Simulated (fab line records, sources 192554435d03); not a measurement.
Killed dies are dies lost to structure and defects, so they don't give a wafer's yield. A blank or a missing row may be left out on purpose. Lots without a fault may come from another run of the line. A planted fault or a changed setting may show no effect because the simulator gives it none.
Split-lot experiment | flow n5_finfet | 7 lots, 21 wafers read, on a route of 1938 steps

THE SPLIT
At N5_BEOL_M10_ETCH_41 (etches SiCN in CH3F/O2, target depth 42.6 nm, time 86 s), the setting source_w was moved away from the recipe's 395 W on 7 of the 21 wafers read, by -8.0% to +13.5%. The other wafers ran this setting at the recipe's value.

The reading is taken at the split's own step.

THE READING
rf_vpp_V, in V, at N5_BEOL_M10_ETCH_41 (etches SiCN in CH3F/O2, target depth 42.6 nm, time 86 s). Fault-free wafers of this fab line usually give 297.6 V, standard deviation 2 V.

wafer  | tool, chamber at the split | source_w as run, W | against the recipe | rf_vpp_V, V | against lot-mates on the recipe
L078.1 | rie_diel-03, 2             | 395                | recipe             | 294.9       | -
L078.3 | rie_diel-03, 3             | 395                | recipe             | 300.3       | -
L078.5 | rie_diel-03, 3             | 395                | recipe             | 300.4       | -
L077.1 | rie_diel-03, 2             | 448.3              | +13.5%             | 283.4       | -13.9
L077.3 | rie_diel-03, 0             | 395                | recipe             | 297.3       | -
L077.6 | rie_diel-03, 2             | 448.3              | +13.5%             | 282.6       | -14.7
L079.1 | rie_diel-02, 3             | 371.8              | -5.9%              | 298.7       | +1.4
L079.4 | rie_diel-02, 0             | 395                | recipe             | 299.9       | -
L079.5 | rie_diel-02, 3             | 395                | recipe             | 294.7       | -
L089.3 | rie_diel-06, 3             | 395                | recipe             | 297.3       | -
L089.4 | rie_diel-06, 3             | 395                | recipe             | 298.0       | -
L089.5 | rie_diel-06, 0             | 395                | recipe             | 298.9       | -
L088.1 | rie_diel-03, 1             | 395                | recipe             | 299.6       | -
L088.2 | rie_diel-03, 0             | 436.1              | +10.4%             | 286.9       | -12.7
L088.5 | rie_diel-03, 0             | 436.1              | +10.4%             | 286.4       | -13.2
L090.1 | rie_diel-02, 2             | 395                | recipe             | 295.2       | -
L090.5 | rie_diel-02, 0             | 433.3              | +9.7%              | 289.4       | -6.2
L090.6 | rie_diel-02, 1             | 395                | recipe             | 296.1       | -
L097.3 | rie_diel-03, 0             | 395                | recipe             | 297.4       | -
L097.4 | rie_diel-03, 2             | 395                | recipe             | 300.2       | -
L097.5 | rie_diel-03, 3             | 363.3              | -8.0%              | 307.8       | +9.0

THE FIT
A straight line over all 21 wafers: rf_vpp_V changes by -1.02 V for each +1% of source_w; r = -0.94; the points scatter about the line by 2.2 V.
The same after taking each lot's own level away (the mean of its wafers on the recipe; 21 wafers): -1.01 V for each +1%; r = -0.94; scatter 2.1 V.
On that fit, the largest move of source_w shifts the reading by 14 V.
The lots' own levels span 295.65 to 299.60 V, that is 2.0 times the standard deviation above.
So the lot-to-lot level changes the slope little: the two slopes agree.
Check: with one of the wafers moved furthest among these (+13.5%) left out of the fit, the line predicts -14 V for it against its lot-mates. It came out at -13.9 V against them.
Tool readings at the split's step, against how far the setting was moved: rf_vpp_V r = -0.94.

OTHER SPLITS ON THESE WAFERS
These wafers also went through other splits before the reading. Each is held against what the fit with the lots' levels taken away leaves over:
other split on the same wafers    | wafers away from the commonest value | r with rf_vpp_V (lot level and that fit taken away)
N5_BEOL_M7_HM_DEP_02 target_thk_a | 4                                    | -0.04
N5_BEOL_M8_COAT_60 spin_rpm       | 10                                   | -0.12
N5_BEOL_M9_COAT_63 spin_rpm       | 8                                    | -0.14
N5_BEOL_M9_COAT_22 spin_rpm       | 7                                    | +0.38
N5_BEOL_M10_TRENCH_ETCH_37 bias_w | 11                                   | -0.14

THE FILE'S OWN FIT
rf_vpp_V changes by -0.967 V for each +1% of source_w, r = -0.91.
